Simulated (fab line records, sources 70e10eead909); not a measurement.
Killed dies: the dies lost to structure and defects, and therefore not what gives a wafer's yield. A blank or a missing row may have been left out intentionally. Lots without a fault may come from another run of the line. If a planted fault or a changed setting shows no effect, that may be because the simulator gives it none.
Struck lot and sound lot, side by side    flow nand-harc    40 out of 1302 route steps
Sound: wafers L449.3, L449.4, L449.6. Struck: wafer L457.4 (L457.1, L457.6, from the same lot, were not struck and are left out); the cause is given at the end.
Order at every step that has rows: each side's tool, ch and its chambers, its first start. Under that, the readings that differ: sound wafers    struck wafers    difference of the means    sigmas: that difference in standard deviations of wafers without a fault.
alike: readings whose means differ by less than 2 such deviations, and words and numbers that are the same on both sides. not compared: withheld readings, readings that some wafer has no value for, bounds like >300 that may hide the same value, and numbers for which the record gives no deviation and whose values overlap.
The two part at a step that has a row with sigmas, a row that says differs or no value, or rows on one side only. When numbers do not overlap yet have no deviation, they are printed without sigmas and do not part them. A reading missing from all wafers of one side parts the sides only when that side holds two or more wafers.

first, 3 steps without rows for these wafers: NHARC_A_CHANNEL_HOLE_D1_STRIP_41 (strips in N2/H2); NHARC_A_CHANNEL_HOLE_D1_STRIP_42 (strips in CF4/CHF3); NHARC_A_CHANNEL_HOLE_D1_STRIP_43 (strips in O2/COS).
NHARC_A_CHANNEL_HOLE_D1_ETCH_44: etches the open film in CF4/O2, target depth 140 nm, overetch 14 nm, time 77 s.
  sound on rie-diel-01 ch 0,2,3, day 9 00:18; struck on rie-diel-01 ch 2, day 12 21:06
  alike: drypump-motor-current-A, oes_ar_750_au, oes-product-au, rf-fwd-power-W, rf-vpp-V, showerhead-plenum-p-Torr, throttle-valve-pct
  not compared: rf-hours-counter-h
then, 3 steps without rows for these wafers: NHARC_A_CHANNEL_HOLE_D1_STRIP_27 (strips in O2); NHARC_A_CHANNEL_HOLE_D1_PRECLEAN_28 (cleans in SC1); NHARC_A_CHANNEL_HOLE_D1_SRD_29.
NHARC_A_CHANNEL_HOLE_D1_CD_MEAS_30:
  struck on cd-sem-01, day 12 21:54; sound on cd-sem-01, day 9 01:05
  alike: cd-nm
NHARC_A_CHANNEL_HOLE_D1_XSEM_31:
  sound on xsem-02 ch 0, day 9 01:11; struck on xsem-01 ch 0, day 12 21:59
  alike: bot-cd-nm, bow-nm, tilt-deg
NHARC_A_CHANNEL_HOLE_D1_INSPECT_40:
  struck on defect-inspect-01, day 12 22:05; sound on defect-inspect-02, day 9 01:17
  alike: raw-defect-count
then, 2 steps without rows for these wafers: NHARC_A_CHANNEL_FILL_D1_PRECLEAN_00 (cleans in SC1); NHARC_A_CHANNEL_FILL_D1_SRD_01.
NHARC_A_CHANNEL_FILL_D1_ALD_02: deposits SiO2, target thk 6 nm, pulse time 10 s, ald cycles 60.
  sound on ald-hk-02 ch 2,3, day 9 01:28; struck on ald-hk-03 ch 2, day 12 22:52
reading             sound        struck  difference  sigmas
heater-power-w (W)  485 535 515  365     -147        -3
  alike: precursor-pulse-height-rel
then, 2 steps without rows for these wafers: NHARC_A_CHANNEL_FILL_D1_ALD_03 (deposits SiNx, target thk 6 nm, pulse time 60 s, ald cycles 58); NHARC_A_CHANNEL_FILL_D1_ALD_14 (deposits SiO2, target thk 2.5 nm, pulse time 10 s, ald cycles 25).
NHARC_A_CHANNEL_FILL_D1_ALD_15: deposits SiNx, target thk 2 nm, pulse time 60 s, ald cycles 19.
  sound on ald-sin-batch-02 ch 0; struck on ald-sin-batch-03 ch 0
  alike: precursor-pulse-height-rel
NHARC_A_CHANNEL_FILL_D1_ALD_16: deposits SiO2, target thk 1.5 nm, pulse time 10 s, ald cycles 15.
  sound on ald-hk-03 ch 0,2,3, day 9 13:39; struck on ald-hk-02 ch 3, day 13 11:19
reading                     sound              struck  difference  sigmas
precursor-pulse-height-rel  0.996 1.006 0.993  0.962   -0.036      -2
  alike: heater-power-w
then, 4 steps without rows for these wafers: NHARC_A_CHANNEL_FILL_D1_ANNEAL_17 (time 1800 s); NHARC_A_CHANNEL_FILL_D1_CVD_18 (deposits poly-Si, target thk 3 nm); NHARC_A_CHANNEL_FILL_D1_ETCHBACK_19 (etches the open film in HBr/Cl2, target depth 5 nm, time 1.7 s); NHARC_A_CHANNEL_FILL_D1_ETCHBACK_20 (etches the open film in C4F8/O2/Ar, target depth 27 nm, time 13.5 s).
NHARC_A_CHANNEL_FILL_D1_STRIP_28: strips in O2, time 20 s.
  sound on rie-diel-09 ch 0,1,2, day 10 02:30; struck on rie-diel-08 ch 1, day 13 23:37
  alike: drypump-motor-current-A, oes-product-au, rf-vpp-V, showerhead-plenum-p-Torr, throttle-valve-pct
  not compared: rf-hours-counter-h
then, 4 steps without rows for these wafers: NHARC_A_CHANNEL_FILL_D1_PRECLEAN_21 (cleans in dHF, time 30 s); NHARC_A_CHANNEL_FILL_D1_SRD_23; NHARC_A_CHANNEL_FILL_D1_CVD_05 (deposits poly-Si, target thk 5 nm); NHARC_A_CHANNEL_FILL_D1_ANNEAL_22 (time 7200 s).
NHARC_A_CHANNEL_FILL_D1_THK_MEAS_06: measures by ellipsometry.
  struck on film-metro-01, day 14 11:13; sound on film-metro-02, day 10 15:32
reading      sound        struck  difference  sigmas
thk-nm (nm)  5.3 3.6 5.9  6.9     +2.0        +2
then, 12 steps without rows for these wafers: NHARC_A_CHANNEL_FILL_D1_ALD_25 (deposits SiOx, target thk 60 nm, pulse time 10 s, ald cycles 600); NHARC_A_CHANNEL_FILL_D1_ETCHBACK_08 (etches the open film in C4F8, target depth 220 nm, time 110 s); NHARC_A_CHANNEL_FILL_D1_STRIP_29 (strips in O2, time 20 s); NHARC_A_CHANNEL_FILL_D1_PRECLEAN_30 (cleans in dHF, time 30 s); NHARC_A_CHANNEL_FILL_D1_SRD_31; NHARC_A_CHANNEL_FILL_D1_CVD_09 (deposits poly-Si, target thk 150 nm, time 3000 s); NHARC_A_CHANNEL_FILL_D1_CMP_10 (polishes, target thk 150 nm); NHARC_A_CHANNEL_FILL_D1_SRD_12; NHARC_A_DECK1_JOINT_ETCHBACK_07 (etches the open film in HBr, target depth 105 nm, time 26.9 s); NHARC_A_DECK1_JOINT_ETCH_25 (etches SiO2 in dHF, target depth 0.5 nm); NHARC_A_DECK1_JOINT_ETCH_19 (etches poly-Si in TMAH, target depth 3 nm); NHARC_A_DECK1_JOINT_ETCH_18 (etches SiO2 in dHF, target depth 3 nm).
-- break in the record here, with 14 days between the starts of the struck wafers on either side (left off in module A_DECK1_JOINT, picked up again in module END, where the first step shown is number 1302 on the route) --
NHARC_END_SORT_01:
  sound on prober-01 ch 0, day 25 06:04; struck on prober-01 ch 0, day 28 19:50
reading          sound     struck  difference  sigmas
killed-at-array  59 54 51  160     +105        +6
killed-dies      61 59 54  168     +110        +6
  alike: killed-at-other, killed-at-periphery, killed-open, killed-short

## WHERE THEY PART
Last at NHARC_END_SORT_01 as far as this record goes, first at NHARC_A_CHANNEL_FILL_D1_ALD_02.

WHY: what had been put in by the simulator
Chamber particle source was ald-hk-03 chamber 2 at NHARC_A_CHANNEL_FILL_D1_ALD_02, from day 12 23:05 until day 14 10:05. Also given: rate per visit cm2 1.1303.
